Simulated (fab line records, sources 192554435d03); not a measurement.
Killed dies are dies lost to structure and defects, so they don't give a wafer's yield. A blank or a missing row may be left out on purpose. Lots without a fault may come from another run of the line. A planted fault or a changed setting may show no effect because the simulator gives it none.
One fault seen from 3 desks | flow n5_finfet | each desk has only its own numbers; what lay behind them comes last

THE TOOL OWNER'S DESK: ald_metal-04
The tool's own readings at N5_HKMG_FIN_PWFM_ALD_03 (deposits TiN, target thk 2 nm, pulse time 1 s, purge time 3 s): means of the sampled wafers that have a number, for each lot that ran on this tool. A lot is out of limits, marked OUT, if its mean lies more than 4 standard deviations from the usual mean; the brackets give that distance.
Columns: A = heater_power_w at N5_HKMG_FIN_PWFM_ALD_03, usual 842 W; B = precursor_pulse_height_rel at N5_HKMG_FIN_PWFM_ALD_03, usual 1.001; C = susceptor_temp_C at N5_HKMG_FIN_PWFM_ALD_03, usual 400.03 C
lot  | first seen here | A    | B     | C
L476 | day 5 04:53     | 894  | 0.973 | 399.93
L479 | day 5 21:19     | 1002 | 0.996 | 418.09 (+75) OUT
L480 | day 6 04:31     | 1011 | 0.991 | 418.17 (+76) OUT
This desk's finding: out of limits on L479, L480; first on L479, day 5 21:19 (susceptor_temp_C at N5_HKMG_FIN_PWFM_ALD_03). In limits: L476.

THE DEFECT DESK
What the inspections along the route counted, lot by lot: means of the sampled wafers that have a number. A lot is out of limits, marked OUT, if its mean lies more than 4 standard deviations from the usual mean; the brackets give that distance.
Columns: A = raw_defect_count at N5_HKMG_FIN_INSPECT_61, usual 2.0
lot  | first seen here | A
L472 | day 4 03:12     | 2.3
L476 | day 5 02:23     | 3.0
L479 | day 5 18:20     | 1.7
L480 | day 6 01:43     | 2.0
L486 | day 7 16:25     | 1.7
L489 | day 8 09:52     | 2.7
L492 | day 9 00:59     | 1.3
L493 | day 9 10:43     | 2.7
L495 | day 9 16:55     | 2.0
This desk's finding: nothing out of limits on any of the 9 lots.

THE METROLOGY DESK
What the gauges read, lot by lot, whatever tool the lot ran on: means of the sampled wafers that have a number. A lot is out of limits, marked OUT, if its mean lies more than 4 standard deviations from the usual mean; the brackets give that distance. Of its 10 readings 7 are shown: those that lie furthest out on some lot.
Columns: A = IOFF_P at N5_BEOL_M4_RC_MEAS_101, usual 0.22 nA/um; B = ION_N at N5_BEOL_M4_RC_MEAS_101, usual 672 uA/um; C = ION_P at N5_BEOL_M4_RC_MEAS_101, usual 462 uA/um; D = SS_N at N5_BEOL_M4_RC_MEAS_101, usual 71.6 mV/dec; E = SS_P at N5_BEOL_M4_RC_MEAS_101, usual 73.5 mV/dec; F = VT_N at N5_BEOL_M4_RC_MEAS_101, usual 250 mV; G = VT_P at N5_BEOL_M4_RC_MEAS_101, usual -250 mV
lot  | first seen here | A    | B   | C   | D    | E    | F   | G
L472 | day 9 11:10     | 0.27 | 670 | 470 | 70.7 | 73.6 | 248 | -245
L476 | day 9 15:41     | 0.16 | 657 | 448 | 71.1 | 72.5 | 255 | -257
L479 | day 10 21:10    | 0.23 | 674 | 465 | 71.7 | 73.8 | 251 | -249
L480 | day 10 22:46    | 0.25 | 674 | 471 | 71.4 | 73.7 | 253 | -245
L486 | day 12 15:44    | 0.21 | 672 | 458 | 72.1 | 73.4 | 251 | -250
L489 | day 13 05:08    | 0.24 | 675 | 465 | 71.7 | 74.1 | 247 | -247
L492 | day 14 07:06    | 0.24 | 666 | 458 | 71.6 | 74.4 | 253 | -248
L493 | day 14 14:19    | 0.22 | 676 | 466 | 71.4 | 73.3 | 250 | -249
L495 | day 14 16:10    | 0.24 | 681 | 465 | 71.9 | 73.7 | 249 | -249
This desk's finding: nothing out of limits on any of the 9 lots.

PUT TOGETHER
The tool owner's desk could have raised an alarm at day 5 21:19, on L479, L480.
The defect desk saw nothing out of limits.
The metrology desk saw nothing out of limits.
The defect desk has L479, L480 on record, within its limits.
The metrology desk has L479, L480 on record, within its limits.
Of the lots named, all ran N5_HKMG_FIN_PWFM_ALD_03 on ald_metal-04.

WHAT THE SIMULATOR HAD PUT IN
Process parameter drift: ald_metal-04, from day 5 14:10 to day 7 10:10, at N5_HKMG_FIN_PWFM_ALD_03. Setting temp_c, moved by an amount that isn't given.
Lots struck among those shown: L479, L480.
Hours from the fault's start to each desk's first reading out of limits: the tool owner's desk, 7.
